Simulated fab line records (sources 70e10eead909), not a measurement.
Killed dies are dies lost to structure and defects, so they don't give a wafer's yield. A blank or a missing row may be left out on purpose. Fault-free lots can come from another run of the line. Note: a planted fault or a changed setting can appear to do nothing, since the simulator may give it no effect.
A lot that was struck, set against a sound lot || flow nand harc || 24 steps out of a route of 1302
Sound: these wafers, L590.1, L590.2, L590.5. The struck wafers were L601.2, L601.3, L601.6. At the end, the cause is stated.
Each step with rows lists, per side, the tool, then ch with its chambers, then its first start. Under that, the readings that differ: sound wafers || struck wafers || difference of the means || sigmas: that difference in standard deviations of wafers without a fault.
alike: a reading whose means differ by less than 2 such deviations, as well as words and numbers matching on both sides. not compared: withheld readings; readings where some wafer has no value; bounds like >300 that might hide an equal value; numbers whose values overlap and for which the record gives no deviation.
A row with sigmas, a row that says differs or no value, or rows on one side alone: a step with any of these is where the two part. Non-overlapping numbers with no deviation appear without sigmas and do not part them. A reading that every wafer of one side lacks parts them only if that side has two wafers or more.

NHARC_P_M1_INSPECT_27:
  sound on defect inspect-02, day 7 13:20; struck on defect inspect-01, day 12 14:35
{"reading": "raw defect count", "sound": "421 471 541", "struck": "176 203 238", "difference": -272, "sigmas": -3}
NHARC_P_M1_PRE_CLEAN_32: time 12 s.
  sound on pecvd-04 ch 0,1,2, day 7 13:25; struck on pecvd-02 ch 1,2, day 12 14:38
{"reading": "heater power w (W)", "sound": "748 718 641", "struck": "527 569 532", "difference": -160, "sigmas": -2}
NHARC_P_M1_DEP_33: deposits SiCN, target thk 30 nm.
  sound on pecvd-04 ch 0,1,2, day 7 13:31; struck on pecvd-02 ch 1,2, day 12 14:43
{"reading": "heater power w (W)", "sound": "705 621 591", "struck": "453 534 473", "difference": -152, "sigmas": -2}
then, 8 steps without rows for these wafers: NHARC_P_M2_DEP_00 (deposits SiOC, target thk 182.5 nm); NHARC_P_M2_DEHYDRATE_01 (time 120 s); NHARC_P_M2_HMDS_02 (time 30 s); NHARC_P_M2_COAT_34 (time 65 s); NHARC_P_M2_COAT_03 (resist thk 90 nm); NHARC_P_M2_SOFTBAKE_04 (time 55 s); NHARC_P_M2_EBR_05; NHARC_P_M2_EXPOSE_06 (exposes mask P M2, target cd 170 nm).
NHARC_P_M2_PEB_07: peb time 65 s.
  sound on litho track-04 ch 0, day 7 14:38; struck on litho track-06 ch 0, day 12 15:52
then, 1 step without rows for these wafers: NHARC_P_M2_DEVELOP_08 (develop time 35 s).
NHARC_P_M2_CD_MEAS_09: target cd 170 nm.
  sound on cd sem-03 ch 0, day 7 14:43; struck on cd sem-03 ch 0, day 12 15:57
{"reading": "cd nm (nm)", "sound": "170.6 170.2 169.8", "struck": "171.0 172.0 172.2", "difference": "+1.5", "sigmas": "+3"}
NHARC_P_M2_OVL_MEAS_10: pitch 340 nm.
  sound on overlay-02, day 7 14:48; struck on overlay-02, day 12 16:02
  alike: overlay x nm, overlay y nm
NHARC_P_M2_INSPECT_11:
  sound on defect inspect-02, day 7 14:50; struck on defect inspect-02, day 12 16:04
  alike: raw defect count
NHARC_P_M2_DESCUM_14: chemistry O2, time 3 s.
  sound on rie diel-07 ch 0,2,3, day 7 14:53; struck on rie diel-07 ch 1,2, day 12 16:08
  alike: drypump motor current A, oes product au, rf vpp V, showerhead plenum p Torr, throttle valve pct
  not compared: rf hours counter h, model.P_M2.cd nm
NHARC_P_M2_ETCH_35: etches the open film in N2/H2, target depth 40 nm, overetch 12 nm, time 43.94 s.
  sound on rie diel-07 ch 2,3, day 7 14:59; struck on rie diel-07 ch 0,2,3, day 12 16:13
  alike: drypump motor current A, oes product au, rf vpp V, showerhead plenum p Torr, throttle valve pct
  not compared: rf hours counter h
NHARC_P_M2_ETCH_15: etches the open film in C4F8/Ar, target depth 182.5 nm, time 91.2 s.
  sound: rie diel-07 ch 1,2; struck: rie diel-07 ch 0,2
  alike: oes product au, rf vpp V
  not compared: rf hours counter h
NHARC_P_M2_CD_MEAS_16:
  sound on cd sem-03, day 7 15:12; struck on cd sem-03, day 12 16:26
  alike: cd nm
NHARC_P_M2_STRIP_18: strips in N2/H2.
  sound on rie diel-03 ch 2,3, day 7 15:16; struck on rie diel-01 ch 0,1,2, day 12 16:31
  alike: drypump motor current A, oes product au, rf vpp V, showerhead plenum p Torr, throttle valve pct
  not compared: rf hours counter h
NHARC_P_M2_ETCH_28: etches the open film in CF4/N2, target depth 30 nm, time 72.99 s.
  sound on rie diel-03 ch 1,2,3; struck on rie diel-03 ch 0,1,2, day 12 16:46
  alike: cf4 flow sccm, drypump motor current A, oes product au, rf vpp V, showerhead plenum p Torr, throttle valve pct
  not compared: rf hours counter h, model.P_M2.cd nm
then, 2 steps without rows for these wafers: NHARC_P_M2_STRIP_19 (strips in post etch residue remover, time 600 s); NHARC_END_SORT_01.

WHERE THEY PART
Last at NHARC_P_M2_CD_MEAS_09 as far as this record goes, first at NHARC_P_M1_INSPECT_27. Later steps at which nothing parts them and some readings are alike: NHARC_P_M2_OVL_MEAS_10, NHARC_P_M2_INSPECT_11, NHARC_P_M2_DESCUM_14, NHARC_P_M2_ETCH_35, NHARC_P_M2_ETCH_15, NHARC_P_M2_CD_MEAS_16, NHARC_P_M2_STRIP_18, NHARC_P_M2_ETCH_28.

WHY: whatever the simulator had introduced
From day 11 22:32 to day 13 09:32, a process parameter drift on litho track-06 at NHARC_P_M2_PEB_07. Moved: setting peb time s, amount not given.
